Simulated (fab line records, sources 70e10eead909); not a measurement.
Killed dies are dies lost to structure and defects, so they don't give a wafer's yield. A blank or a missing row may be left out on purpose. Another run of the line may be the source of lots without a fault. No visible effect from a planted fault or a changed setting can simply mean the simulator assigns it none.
A lot that was struck, set against a sound lot || flow nand-harc || 15 steps out of a route of 1159
Sound: the wafers L509.2, L509.3, L509.5. Struck: wafer L513.6; the same lot's L513.2 was not struck, so it is left out; see the end for the cause.
Order at every step that has rows: each side's tool, ch and its chambers, its first start. Under that, the readings that differ: sound wafers || struck wafers || difference of the means || sigmas: that difference in standard deviations of wafers without a fault.
alike: readings with means less than 2 such deviations apart, plus words and numbers identical on both sides. not compared: withheld readings, readings lacking a value on some wafer, bounds such as >300 that could conceal the same value, and numbers that have no deviation in the record and whose values overlap.
Wherever a step has rows on one side only, a row that says differs or no value, or a row with sigmas, the two part there. When numbers do not overlap yet have no deviation, they are printed without sigmas and do not part them. Lack of a reading on every wafer of one side parts them only where that side has two or more wafers.

first, 8 steps without rows for these wafers: NHARC_P_CONTACT_COAT_33 (time 75 s); NHARC_P_CONTACT_COAT_34 (time 65 s); NHARC_P_CONTACT_COAT_06 (resist thk 90 nm); NHARC_P_CONTACT_SOFTBAKE_07 (time 55 s); NHARC_P_CONTACT_EBR_08; NHARC_P_CONTACT_EXPOSE_09 (exposes mask P CA, target cd 90 nm); NHARC_P_CONTACT_PEB_10 (peb time 65 s); NHARC_P_CONTACT_DEVELOP_11 (develop time 35 s).
NHARC_P_CONTACT_CD_MEAS_12 targets a cd of 90 nm.
  sound on cd-sem-02 ch 0, day 6 04:40; struck on cd-sem-01 ch 0, day 7 10:43
  alike: cd-nm
NHARC_P_CONTACT_OVL_MEAS_13:
  sound on overlay-01 at day 6 04:45; struck on overlay-02 at day 7 10:48
{"reading": "overlay-y-nm (nm)", "sound": "0.8 0.7 1.1", "struck": -2.6, "difference": -3.5, "sigmas": -4}
  alike: overlay-x-nm
NHARC_P_CONTACT_INSPECT_14:
  sound on defect-inspect-01 at day 6 04:47; struck on defect-inspect-02 at day 7 10:50
{"reading": "raw-defect-count", "sound": "4 0 3", "struck": 8, "difference": "+6", "sigmas": "+3"}
NHARC_P_CONTACT_DESCUM_17: chemistry O2, time 3 s.
  sound on rie-diel-11 ch 0,2,3, day 6 04:52; struck on rie-diel-11 ch 0, day 7 10:54
{"reading": "rf-vpp-V (V)", "sound": "57.1 57.4 57.1", "struck": 59.3, "difference": "+2.1", "sigmas": "+2"}
  alike: drypump-motor-current-A, oes-product-au, showerhead-plenum-p-Torr, throttle-valve-pct
  not compared: rf-hours-counter-h
NHARC_P_CONTACT_ETCH_35: etches the open film in CF4, target depth 39 nm, time 65 s.
  sound on rie-diel-11 ch 1,2,3, day 6 04:56; struck on rie-diel-11 ch 0, day 7 11:00
{"reading": "oes-product-au (a.u.)", "sound": "1.001 1.008 1.005", "struck": 0.824, "difference": -0.181, "sigmas": -18}
  alike: drypump-motor-current-A, rf-vpp-V, showerhead-plenum-p-Torr, throttle-valve-pct
  not compared: rf-hours-counter-h
NHARC_P_CONTACT_ETCH_36: etches the open film in N2/H2, target depth 260 nm, time 406.25 s.
  sound: rie-diel-11 ch 0,1,2; struck: rie-diel-11 ch 3
  alike: drypump-motor-current-A, oes-product-au, rf-vpp-V, showerhead-plenum-p-Torr, throttle-valve-pct
  not compared: rf-hours-counter-h
-- jump in the record: it breaks off in module P_CONTACT and resumes in module END (first step shown: number 1159 of the route), and 14 days separate the struck wafers' starts before and after --
NHARC_END_SORT_01:
  sound on prober-01 ch 0, day 20 03:49; struck on prober-01 ch 0, day 20 23:26
{"reading": "killed-at-periphery", "sound": "6 4 5", "struck": 30, "difference": "+25", "sigmas": "+11"}
  alike: killed-at-array, killed-at-other, killed-dies, killed-open, killed-short

## WHERE THEY PART
Earliest at NHARC_P_CONTACT_OVL_MEAS_13; latest, in this record, at NHARC_END_SORT_01.

WHY: whatever the simulator had introduced
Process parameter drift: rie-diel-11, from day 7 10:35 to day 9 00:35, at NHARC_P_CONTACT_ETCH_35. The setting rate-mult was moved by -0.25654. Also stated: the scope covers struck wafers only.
